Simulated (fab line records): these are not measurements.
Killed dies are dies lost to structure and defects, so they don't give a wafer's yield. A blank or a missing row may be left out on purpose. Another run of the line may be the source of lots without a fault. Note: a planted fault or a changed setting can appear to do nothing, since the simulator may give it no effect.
Chamber matching -- flow n5-finfet -- cmp-01 running N5_GATE_CUT_CMP_43: 4 sister chambers
The step polishes SiO2. 4 wafers are shown with their chamber, then 7 later ones without.

== WAFERS WITH THEIR CHAMBER ==
wafer,chamber,motor-current-A (A)
L077.1,1,13.9
L093.5,2,10.8
L095.3,0,12.1
L095.4,3,11.7

== WAFERS WHOSE CHAMBER IS MISSING ==
wafer,motor-current-A (A)
L095.5,12.6
L096.3,10.6
L096.5,14.2
L096.6,13.0
L097.1,14.3
L097.2,11.9
L097.6,14.1

== THE CHAMBER EACH PASSED THROUGH ==
wafer,from the rows above,in truth
L095.5,can't be placed: 0 or 3 or 1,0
L096.3,can't be placed: 2 or 3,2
L096.5,1,1
L096.6,can't be placed: 0 or 1 or 3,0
L097.1,1,1
L097.2,can't be placed: 0 or 3 or 2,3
L097.6,1,1
Correctly placed: 3 of 7. These rows do not allow placing 4 (true chamber among the candidates in 4). Placed wrongly: 0.
How it was worked out, from the rows above alone: a wafer's distance from a chamber is the root of the sum, over the readings, of the square of ((its reading less the chamber's mean) divided by the reading's scatter). If the next closest chamber is less than 2 further off than the closest, the wafer can't be placed; otherwise it belongs to the closest. For every chamber, the mean is computed from those of its wafers that are shown. The scatter: root of mean squared gap, hidden wafer to nearest shown wafer, with one shown wafer a chamber.
